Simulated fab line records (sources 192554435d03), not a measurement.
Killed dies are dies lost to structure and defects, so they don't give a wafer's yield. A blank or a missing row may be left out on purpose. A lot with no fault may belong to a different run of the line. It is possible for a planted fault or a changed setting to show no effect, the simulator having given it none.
Which tool was responsible? || flow n5_finfet || 10 lots, 30 wafers sampled, at 2 steps of a route of 1938

WHAT EACH GAUGE READ, for each wafer
N5_MOL_CONTACT_COAG_THK_MEAS_53.
{"lot": "L076", "measured": "day 5 16:07", "on": "film_metro-01", "VIA_MOL_THK (nm)": "43.8 43.5 43.7"}
{"lot": "L077", "measured": "day 6 04:13", "on": "film_metro-01", "VIA_MOL_THK (nm)": "44.7 44.0 43.6"}
{"lot": "L079", "measured": "day 6 21:44", "on": "film_metro-01", "VIA_MOL_THK (nm)": "43.4 44.1 43.3"}
{"lot": "L081", "measured": "day 7 03:08", "on": "film_metro-01", "VIA_MOL_THK (nm)": "43.6 44.5 43.5"}
{"lot": "L085", "measured": "day 7 21:18", "on": "film_metro-01", "VIA_MOL_THK (nm)": "43.4 43.8 43.3"}
{"lot": "L087", "measured": "day 8 16:28", "on": "film_metro-02", "VIA_MOL_THK (nm)": "43.3 43.6 44.1"}
{"lot": "L089", "measured": "day 8 23:44", "on": "film_metro-02", "VIA_MOL_THK (nm)": "43.1 43.9 43.8"}
{"lot": "L091", "measured": "day 9 10:05", "on": "film_metro-01", "VIA_MOL_THK (nm)": "43.8 43.6 44.5"}
{"lot": "L094", "measured": "day 10 07:10", "on": "film_metro-01", "VIA_MOL_THK (nm)": "43.6 43.8 44.1"}
{"lot": "L096", "measured": "day 10 23:44", "on": "film_metro-01", "VIA_MOL_THK (nm)": "44.1 45.0 44.3"}

WHICH TOOL RAN EACH LOT (tool, then ch and the chambers of the sampled wafers, then the start)
{"lot": "L076", "N5_MOL_CONTACT_COAG_VIA_ETCH_117": "rie_diel-04 ch 2,3, day 5 15:01"}
{"lot": "L077", "N5_MOL_CONTACT_COAG_VIA_ETCH_117": "rie_diel-04 ch 0,2,3, day 6 03:00"}
{"lot": "L079", "N5_MOL_CONTACT_COAG_VIA_ETCH_117": "rie_diel-04 ch 0,2,3, day 6 20:38"}
{"lot": "L081", "N5_MOL_CONTACT_COAG_VIA_ETCH_117": "rie_diel-01 ch 0,2,3, day 7 01:59"}
{"lot": "L085", "N5_MOL_CONTACT_COAG_VIA_ETCH_117": "rie_diel-04 ch 0,1,3, day 7 20:00"}
{"lot": "L087", "N5_MOL_CONTACT_COAG_VIA_ETCH_117": "rie_diel-04 ch 0,1, day 8 15:22"}
{"lot": "L089", "N5_MOL_CONTACT_COAG_VIA_ETCH_117": "rie_diel-04 ch 1,2, day 8 22:37"}
{"lot": "L091", "N5_MOL_CONTACT_COAG_VIA_ETCH_117": "rie_diel-01 ch 1,3, day 9 08:59"}
{"lot": "L094", "N5_MOL_CONTACT_COAG_VIA_ETCH_117": "rie_diel-04 ch 1,2,3, day 10 06:04"}
{"lot": "L096", "N5_MOL_CONTACT_COAG_VIA_ETCH_117": "rie_diel-02 ch 0,3, day 10 22:18"}
- N5_MOL_CONTACT_COAG_VIA_ETCH_117: etches SiO2 in C4F6/O2, target depth 40 nm, overetch 8 nm, time 26 s.

THE ANSWER, worked out from the rows above alone
Rule: usual is defined by the lots themselves. The widest of any qualifying gaps counts: lots, ordered by their means at a reading, are off when they make up no more than a third of the lots, leave a main group of 4 or more, and stand apart from it by 3 or more times the standard deviation of that group's means. A main group whose means are all the same, to the digits that the tables above print for the reading, isn't used. A lot without any number at a reading at which 4 lots or more have one is off too. Where the step has rows for the other lots, those lots are counted as sound.
Across all readings shown, no lot is off: no conclusion can be drawn from this.

WHAT THE SIMULATOR PUT IN
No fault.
